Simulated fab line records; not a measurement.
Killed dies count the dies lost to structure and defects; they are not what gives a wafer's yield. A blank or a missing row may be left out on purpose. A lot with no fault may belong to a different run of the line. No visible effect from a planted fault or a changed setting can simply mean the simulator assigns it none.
fab line records	flow nand_harc
record lots=12	wafers=36	last_day=33
route steps=1302 shown A_BLC@1124 A_M0@1146 END@1302
lots that met no fault: taken from a fault-free run of the same line
start_h: start of the lot's first displayed wafer, in hours after the record's first day	wait_h: hours elapsed since this lot's preceding step	" as in the row above	L1.1+2: several wafers, shown together as one row	- value missing, or start not given	* or withheld: withheld	< > ~ a bound
route shown NAME@n: a module of which the file shows steps, and the number in the route of the first	usual: mean/standard deviation taken from wafers without a fault	same: alike in all rows	chamber/n: place in a boat	sites: each site's reading	_std_site: standard deviation across them	_edge_site: inner sites' mean taken away from outer sites' mean	radius_mm: for every site, how far away it sits from the centre of the wafer	mask NAME#n: copy n	behind: the most recent tool/chamber to have shaped the wafer	hold: cause of the lot's hold/its duration in hours/its outcome	device: the transistor (n, p or np) that didn't switch	end of line: the tests these same wafers got at the end of their route	step lacking rows: just its recipe	killed: dies that structure and defects cost at the first sort, which is not the same as the wafer's yield	map: shows each die of a wafer: x if killed, . if not, _ if none is there
set.NAME: the setting as run; set.NAME@STEP: as run at that earlier step	model.NAME: the simulator's own value behind a step, which no gauge read
route steps across a sampled set of lots; one table per step, one row per wafer
services: a tool's chamber out of use, with start hour (start_h, from the record's first day; less than 0 if before it), hours out, and reason
## steps
# step NHARC_A_BLC_CD_MEAS_19
# usual cd_nm=99.9/2.6
lot.wafer	tool	chamber	start_h	wait_h	cd_nm
L365.1	cd_sem-03	-	522.66	-	97.2
L365.5	"	-	"	"	101.4
L365.6	"	-	"	"	98.2
L366.1	cd_sem-02	-	531.68	-	99.7
L366.3	"	-	"	"	101.0
L366.6	"	-	"	"	99.6
L374.2	cd_sem-02	-	617.96	-	101.2
L374.3	"	-	"	"	99.7
L374.6	"	-	"	"	99.1
L373.1	cd_sem-01	-	624.76	-	98.0
L373.2	"	-	"	"	99.0
L373.4	"	-	"	"	100.9
L379.1	cd_sem-02	-	651.93	-	101.2
L379.2	"	-	"	"	95.9
L379.3	"	-	"	"	100.3
L378.3	cd_sem-01	-	653.62	-	100.0
L378.4	"	-	"	"	99.3
L378.6	"	-	"	"	104.1
L380.1	cd_sem-01	-	675.37	-	98.0
L380.2	"	-	"	"	101.8
L380.5	"	-	"	"	102.7
L383.1	cd_sem-01	-	707.46	-	103.4
L383.3	"	-	"	"	99.2
L383.5	"	-	"	"	102.9
L384.3	cd_sem-03	-	710.06	-	100.7
L384.4	"	-	"	"	100.9
L384.5	"	-	"	"	98.1
L385.2	cd_sem-02	-	727.34	-	100.5
L385.3	"	-	"	"	101.5
L385.6	"	-	"	"	95.5
L386.1	cd_sem-02	-	728.54	-	99.4
L386.2	"	-	"	"	96.3
L386.4	"	-	"	"	98.2
L387.4	cd_sem-03	-	740.63	-	94.0
L387.5	"	-	"	"	98.4
L387.6	"	-	"	"	97.8
# step NHARC_A_BLC_STRIP_21
# recipe o2_flow_sccm=500	ar_flow_sccm=0	bias_w=0	chemistry=O2
# usual drypump_motor_current_A=5.6/0.38	oes_product_au=0.996/0.012	rf_vpp_V=57.5/0.79	showerhead_plenum_p_Torr=3.46/0.11	throttle_valve_pct=17.037/0.0087
lot.wafer	tool	chamber	start_h	wait_h	drypump_motor_current_A	oes_product_au	rf_hours_counter_h	rf_vpp_V	showerhead_plenum_p_Torr	throttle_valve_pct
L365.1	rie_diel-11	2	522.86	0.1	5.8	1.008	5	57.3	3.48	17.041
L365.6	"	0	"	"	5.4	0.998	-	55.6	3.32	17.043
L365.5	"	1	"	"	5.2	1.006	-	57.3	3.51	17.033
L366.1	rie_diel-11	1	531.86	0.1	5.2	1.012	5	57.0	3.51	17.036
L366.3	"	2	"	"	5.8	1.002	6	57.8	3.48	17.054
L366.6	"	1	"	"	5.2	1.012	-	57.7	3.51	17.029
L374.2	rie_diel-03	0	618.15	0.1	5.8	0.975	12	57.7	3.35	17.027
L374.3	"	2	"	"	5.0	0.972	14	57.4	3.44	17.045
L374.6	"	0	"	"	5.8	0.969	-	55.9	3.35	17.042
L373.1	rie_diel-11	3	624.94	0.1	6.2	0.988	0	57.5	3.60	17.020
L373.2	"	1	"	"	5.2	0.999	0	58.0	3.51	17.034
L373.4	"	2	"	"	5.8	1.019	0	59.4	3.47	17.031
L379.1	rie_diel-11	0	652.13	0.1	5.4	1.013	2	57.1	3.32	17.037
L379.2	"	1	"	"	5.2	0.995	2	57.8	3.51	17.043
L379.3	"	2	"	"	5.8	1.021	2	58.6	3.47	17.049
L378.3	rie_diel-03	1	653.80	0.1	5.8	0.982	1	57.0	3.64	17.030
L378.4	"	2	"	"	5.0	0.978	1	58.3	3.44	17.035
L378.6	"	0	"	"	5.7	0.975	-	56.9	3.35	17.028
L380.1	rie_diel-03	3	675.55	0.1	6.1	0.979	2	57.9	3.32	17.037
L380.2	"	0	"	"	5.7	0.976	3	56.6	3.35	17.048
L380.5	"	3	"	"	6.1	0.983	-	57.7	3.32	17.031
L383.3	rie_diel-04	3	707.65	0.1	5.6	1.013	52	56.7	3.43	17.044
L383.1	"	0	"	"	6.0	1.022	50	58.5	3.51	17.019
L383.5	"	2	"	"	6.2	1.012	-	58.9	3.65	17.030
L384.4	rie_diel-03	2	710.25	0.1	5.0	0.993	5	57.1	3.43	17.036
L384.3	"	0	"	"	5.8	0.987	5	57.1	3.34	17.046
L384.5	"	2	"	"	5.0	0.998	-	58.1	3.43	17.039
L385.3	rie_diel-11	1	727.54	0.1	5.2	0.999	7	57.2	3.51	17.042
L385.2	"	2	"	"	5.7	1.011	7	58.2	3.47	17.046
L385.6	"	0	"	"	5.4	1.012	-	57.2	3.32	17.030
L386.2	rie_diel-11	0	728.75	0.1	5.4	1.003	6	57.1	3.32	17.037
L386.1	"	1	"	"	5.2	0.995	7	57.7	3.51	17.041
L386.4	"	1	"	"	5.2	1.001	-	58.1	3.51	17.041
L387.4	rie_diel-04	3	740.83	0.1	5.5	1.001	10	56.2	3.42	17.047
L387.6	"	0	"	"	5.9	1.007	-	57.0	3.50	17.043
L387.5	"	1	"	"	5.6	1.002	-	57.1	3.56	17.036
# step NHARC_A_BLC_PVD_32
# recipe target_thk_a=50	chamber_pressure_pa=5	power_w=5000	substrate_temp_c=200	time_s=17.7	material=Ti
# usual throttle_valve_pct=30.2/0.87
# same time_s=17.7
lot.wafer	tool	chamber	start_h	wait_h	throttle_valve_pct
L365.1	pvd_sputter-01	-	-	-	30.0
L365.5	"	-	"	"	30.3
L365.6	"	-	"	"	30.5
L366.1	pvd_sputter-01	-	-	-	30.8
L366.3	"	-	"	"	30.1
L366.6	"	-	"	"	29.3
L374.2	pvd_sputter-01	-	-	-	29.1
L374.3	"	-	"	"	30.3
L374.6	"	-	"	"	30.5
L373.2	pvd_sputter-01	-	-	-	30.5
L373.4	"	-	"	"	30.9
L373.1	"	-	"	"	29.1
L379.1	pvd_sputter-01	-	-	-	30.3
L379.3	"	-	"	"	30.8
L379.2	"	-	"	"	29.1
L378.4	pvd_sputter-01	-	-	-	30.9
L378.3	"	-	"	"	31.0
L378.6	"	-	"	"	30.7
L380.1	pvd_sputter-02	-	-	-	30.1
L380.2	"	-	"	"	29.0
L380.5	"	-	"	"	29.1
L383.1	pvd_sputter-01	-	-	-	30.6
L383.3	"	-	"	"	30.9
L383.5	"	-	"	"	30.2
L384.3	pvd_sputter-02	-	-	-	30.1
L384.4	"	-	"	"	29.0
L384.5	"	-	"	"	29.1
L385.2	pvd_sputter-01	-	-	-	30.9
L385.3	"	-	"	"	29.3
L385.6	"	-	"	"	31.0
L386.2	pvd_sputter-03	-	-	-	30.5
L386.1	"	-	"	"	31.5
L386.4	"	-	"	"	29.8
L387.4	pvd_sputter-02	-	-	-	29.1
L387.6	"	-	"	"	30.1
L387.5	"	-	"	"	28.9
# step NHARC_A_M0_DEVELOP_08
# recipe develop_time_s=35	dev_temp_c=23
lot.wafer	tool	chamber	start_h	wait_h
L365.1+5+6	litho_track-06	0	525	-
L366.1+3+6	litho_track-04	0	534	-
L374.2+3+6	litho_track-04	0	620	-
L373.1+2+4	litho_track-04	0	627	-
L379.1+2+3	litho_track-01	0	654	-
L378.3+4+6	litho_track-06	0	656	-
L380.1+2+5	litho_track-01	0	678	-
L383.1+3+5	litho_track-04	0	710	-
L384.3+4+5	litho_track-06	0	712	-
L385.2+3+6	litho_track-01	0	730	-
L386.1+2+4	litho_track-06	0	731	-
L387.4+5+6	litho_track-06	0	743	-
# step NHARC_A_M0_CD_MEAS_09
# recipe target_cd_nm=80	landing_energy_ev=500
# usual cd_nm=80.2/0.94
lot.wafer	tool	chamber	start_h	wait_h	cd_nm
L365.1	cd_sem-01	0	525.41	-	81.3
L365.5	"	0	"	"	80.6
L365.6	"	0	"	"	80.5
L366.1	cd_sem-01	0	534.56	-	80.0
L366.3	"	0	"	"	80.9
L366.6	"	0	"	"	79.9
L374.2	cd_sem-02	0	620.84	-	77.6
L374.3	"	0	"	"	77.2
L374.6	"	0	"	"	78.9
L373.1	cd_sem-02	0	627.54	-	79.7
L373.2	"	0	"	"	76.8
L373.4	"	0	"	"	80.0
L379.1	cd_sem-03	0	654.85	-	81.8
L379.2	"	0	"	"	80.3
L379.3	"	0	"	"	78.9
L378.3	cd_sem-01	0	656.50	-	80.9
L378.4	"	0	"	"	81.6
L378.6	"	0	"	"	81.4
L380.1	cd_sem-03	0	678.87	-	79.7
L380.2	"	0	"	"	79.3
L380.5	"	0	"	"	78.1
L383.1	cd_sem-03	0	710.26	-	79.3
L383.3	"	0	"	"	80.2
L383.5	"	0	"	"	79.4
L384.3	cd_sem-01	0	712.94	-	81.2
L384.4	"	0	"	"	82.6
L384.5	"	0	"	"	83.0
L385.2	cd_sem-02	0	730.27	-	80.1
L385.3	"	0	"	"	79.4
L385.6	"	0	"	"	78.8
L386.1	cd_sem-02	0	731.45	-	80.3
L386.2	"	0	"	"	80.4
L386.4	"	0	"	"	80.0
L387.4	cd_sem-01	0	743.39	-	79.8
L387.5	"	0	"	"	80.1
L387.6	"	0	"	"	80.0
# step NHARC_END_SORT_01
# recipe temp_c=25
# usual defect_limited_yield=91.6/2.8	killed_at_array=52/19	killed_at_other=1.0/1.2	killed_at_periphery=4.1/2.8	killed_dies=57/19	killed_open=3.1/1.7	killed_short=2.5/1.5	sort_bin_2_pct=3.0/1.2	sort_bin_3_pct=0.6/0.36	sort_bin_4_pct=4.9/1.6	sort_n_pass=620/19	sort_rim_yield_pct=91/5	sort_yield_pct=91.6/2.8
# same gross_dies=677	sort_bin_5_pct[%]=0	sort_bin_6_pct[%]=0	sort_bin_7_pct[%]=0	sort_bin_8_pct[%]=0	sort_rim_n_gross=106.00
lot.wafer	tool	chamber	start_h	wait_h	defect_limited_yield[%]	killed_at_array	killed_at_other	killed_at_periphery	killed_dies	killed_open	killed_short	sort_bin_2_pct[%]	sort_bin_3_pct[%]	sort_bin_4_pct[%]	sort_n_pass	sort_rim_yield_pct[%]	sort_yield_pct[%]
L373.1	prober-01	0	666.72	2.5	95.7	24	0	5	29	4	4	1.0	0.1	3.1	648	93	95.7
L373.2	prober-01	0	667.51	2.8	94.8	29	0	6	35	3	4	2.5	0.3	2.4	642	98	94.8
L373.4	prober-01	0	669.10	3.4	96.9	19	1	1	21	3	2	0.7	0.3	2.1	656	99	96.9
L384.3	prober-02	0	750.97	3.1	92.3	46	1	5	52	8	2	2.8	0.7	4.1	625	91	92.3
L384.4	prober-02	0	751.79	3.5	89.5	65	2	4	71	0	2	4.4	0.9	5.2	606	94	89.5
L384.5	prober-02	0	752.60	3.8	95.7	26	0	3	29	2	3	2.1	0.4	1.8	648	90	95.7
# killed by level:class
L373.1 A_CHANNEL_HOLE_D1:chamber_film_flake=4 A_CONTACT:chamber_film_flake=4 A_CHANNEL_HOLE_D2:chamber_film_flake=3 A_WL_FILL:geometric_particle:short=2 A_BLC:geometric_particle:open=2 P_STI:chamber_film_flake=2 P_GATE:chamber_film_flake=2 A_SLIT:chamber_film_flake=2
L373.2 A_CHANNEL_HOLE_D1:chamber_film_flake=12 A_CHANNEL_HOLE_D2:chamber_film_flake=4 A_CONTACT:chamber_film_flake=4 P_CONTACT:geometric_particle:open=2 P_CONTACT:geometric_particle:short=1 P_M1:geometric_particle:short=1 A_ONON_D1:geometric_particle:short=1 A_CONTACT:geometric_particle:open=1
L373.4 A_CHANNEL_HOLE_D1:chamber_film_flake=10 A_CONTACT:chamber_film_flake=3 P_M2:geometric_particle:open=1 A_SOURCE_PLATE:geometric_particle:open=1 A_CHANNEL_HOLE_D1:geometric_particle:short=1 A_CHANNEL_FILL_D2:geometric_particle:short=1 A_CHANNEL_FILL_D2:geometric_particle:open=1 A_CHANNEL_HOLE_D2:chamber_film_flake=1
L384.3 A_CHANNEL_HOLE_D1:chamber_film_flake=16 A_SLIT:chamber_film_flake=10 A_CHANNEL_HOLE_D2:chamber_film_flake=6 P_CONTACT:geometric_particle:open=2 A_DECK1_JOINT:chamber_film_flake=2 A_SGD_CUT:chamber_film_flake=2 A_WL_FILL:chamber_film_flake=2 A_CONTACT:chamber_film_flake=2
L384.4 A_CHANNEL_HOLE_D2:chamber_film_flake=28 A_SLIT:chamber_film_flake=22 A_CHANNEL_HOLE_D1:chamber_film_flake=8 A_SGD_CUT:chamber_film_flake=3 P_CONTACT:chamber_film_flake=2 A_ONON_D2:geometric_particle:short=1 A_M0:geometric_particle:short=1 P_STI:chamber_film_flake=1
L384.5 A_SLIT:chamber_film_flake=8 A_CHANNEL_HOLE_D2:chamber_film_flake=7 A_CHANNEL_HOLE_D1:chamber_film_flake=3 P_CONTACT:chamber_film_flake=2 A_SOURCE_PLATE:geometric_particle:short=1 A_CHANNEL_FILL_D1:geometric_particle:open=1 A_DECK1_JOINT:geometric_particle:short=1 A_ONON_D2:geometric_particle:short=1
## services
tool	chamber	start_h	hours	kind
litho_track-01	-	505.00	7.0	pm
rie_diel-03	0	522.79	10.1	repair
pvd_sputter-03	-	526.00	10.0	pm
litho_track-06	-	529.00	7.0	pm
rie_diel-04	-	532.26	9.0	pm
rie_diel-11	3	552.48	1.9	repair
litho_track-04	-	553.00	7.0	pm
pvd_sputter-01	-	563.13	6.5	repair
rie_diel-11	2	567.52	9.8	repair
rie_diel-11	2	585.89	5.8	repair
pvd_sputter-01	-	588.40	10.0	pm
pvd_sputter-02	-	600.29	7.4	repair
pvd_sputter-01	-	603.30	0.6	repair
rie_diel-04	2	604.25	8.0	repair
rie_diel-11	-	609.56	9.0	pm
pvd_sputter-01	-	631.36	3.2	repair
rie_diel-03	-	635.32	9.0	pm
pvd_sputter-02	-	644.25	4.9	repair
rie_diel-11	3	651.71	1.2	repair
litho_track-01	-	680.00	7.0	pm
litho_track-06	-	704.00	7.0	pm
rie_diel-04	-	709.26	9.0	pm
rie_diel-11	3	716.29	14.6	repair
litho_track-04	-	728.00	7.0	pm
## key
first_sign step=NHARC_A_M0_CD_MEAS_09	reading=cd_nm	direction=down	sigmas=3.2	usual=80.2	struck=77.2
effect none on later readings
met_at NHARC_A_M0_DEVELOP_08
struck_lots L373,L374
struck_wafers L373.2,L374.2,L374.3
not_acting_at NHARC_A_BLC_CD_MEAS_19,NHARC_A_BLC_STRIP_21,NHARC_A_BLC_PVD_32
onset_between 534 620
fault kind=process_parameter_drift	tool=litho_track-04	chamber=-	onset_h=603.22	steps=NHARC_A_M0_DEVELOP_08	channel=develop_time_s	offset=*	shape=step	end_h=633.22	scope=struck_wafers_only	acts_in=*	stated=*
